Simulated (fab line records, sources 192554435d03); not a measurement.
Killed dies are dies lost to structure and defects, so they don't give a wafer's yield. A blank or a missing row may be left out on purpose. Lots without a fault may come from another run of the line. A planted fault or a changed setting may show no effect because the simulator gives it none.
Problem report in the 8D (eight disciplines) form, filled by code | flow n5_finfet | the parts of the form that need people (team, actions taken, sign-off) are left out
Where a reading is given only as a bound, like >300, the bound stands for it, and a mean or a difference that rests on one is marked > or <: the true number lies beyond.

1. THE PROBLEM
raw_defect_count at N5_HKMG_FIN_INSPECT_14 reads a mean of >300 on 1 wafer of 1 lot; wafers without a fault read 1.9 with a standard deviation of 1.2. That is +99 or more standard deviations from the usual mean.
The step: inspects for defects (macro).
First seen on wafer L763.2, day 7 05:40, on defect_inspect-02. The record holds 9 wafers of 3 lots with a number at this step. Rule for "out", or "out of limits": more than 4 standard deviations from the usual mean. The other wafers with a number count as sound.

2. WHAT IT IS AND WHAT IT IS NOT
question                    | is                | is not
which readings at this step | raw_defect_count  | -
which lots                  | L763              | L772, L774
which wafers of those lots  | L763.2            | L763.5, L763.6
read on which gauges        | defect_inspect-02 | defect_inspect-01
when                        | from day 7 05:40  | up to then (2 sound wafers); but 6 sound wafers of L772, L774 came after

3. SUSPECTS, AND WHAT RULES EACH OUT
Counting: a tool at a process step up to the reading stays a suspect if it ran every lot that is out. Sound lots after the first of them don't rule it out here, since some wafers of a struck lot are sound.
- the gauge at N5_HKMG_FIN_INSPECT_14: ruled out. All the wafers that are out were read on defect_inspect-02, but those of them that N5_PASSIVATION_PROBE_49 has rows for are out there too, on other tools.
- wet_bench-03 at N5_HKMG_FIN_WET_ETCH_76 (etches Al2O3 in dNH4OH, stops on La2O3, target depth 2.25 nm, rinse time 30 s): kept. It ran the lot that is out, L763 (day 7 03:14).
- Within wet_bench-03 at N5_HKMG_FIN_WET_ETCH_76: the wafers that are out ran in chamber 1; their sound lot-mates ran in chambers 2, 5.
Left after counting: wet_bench-03 at N5_HKMG_FIN_WET_ETCH_76.

4. THE CAUSE (what the simulator had put in)
Chamber particle source: wet_bench-03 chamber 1, from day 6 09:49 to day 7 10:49, at N5_HKMG_FIN_WET_ETCH_76. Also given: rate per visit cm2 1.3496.
Counting left only this tool.

5. THE CHAIN OF EFFECTS, in route order
Each row: a reading whose mean over the struck wafers that have a number lies more than 3 standard deviations from the usual. Only readings for which the record gives a usual standard deviation are gone through. hours: the time from each lot's start at the first step in this table that gives one to its start at this step, as a median over the lots. sigmas: the change in usual standard deviations.
hours | step                    | reading              | usual  | on struck wafers | change | sigmas
0     | N5_HKMG_FIN_INSPECT_14  | raw_defect_count     | 1.9    | >300             | >+298  | +99 or more
221   | N5_PASSIVATION_PROBE_49 | defect_limited_yield | 91.2 % | 84.7             | -6.5   | -4.6
221   | N5_PASSIVATION_PROBE_49 | killed_at_front_end  | 42     | 126              | +84    | +7.0
221   | N5_PASSIVATION_PROBE_49 | killed_dies          | 104    | 181              | +77    | +4.5
221   | N5_PASSIVATION_PROBE_49 | killed_on_rim        | 14     | 33               | +19    | +4.8
221   | N5_PASSIVATION_PROBE_49 | sort_bin_5_function  | 5.1 %  | 10.3             | +5.2   | +5.5
221   | N5_PASSIVATION_PROBE_49 | sort_n_pass          | 1074   | 999              | -75    | -3.1
221   | N5_PASSIVATION_PROBE_49 | sort_yield_pct       | 91.1 % | 84.7             | -6.4   | -3.2
The process steps in it:
- N5_PASSIVATION_PROBE_49
Later measuring or inspecting steps at which every struck wafer that the step has a row for has a number for every such reading, and none has moved that far: N5_BEOL_M4_RC_MEAS_101.

6. WHAT WOULD HAVE CAUGHT IT SOONER
In this record the first reading out of limits at a measuring or inspecting step was taken at day 7 05:40, 20 hours after the fault began at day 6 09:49.
Of the tool readings at N5_HKMG_FIN_WET_ETCH_76 for which the record gives a usual standard deviation, none was out on any struck wafer, so an alarm limit of 4 standard deviations on them would not have fired.
All the lots that are out (1) had begun N5_HKMG_FIN_WET_ETCH_76 on wet_bench-03 by day 7 05:40. A hold on the tool at that time would have spared none of them.
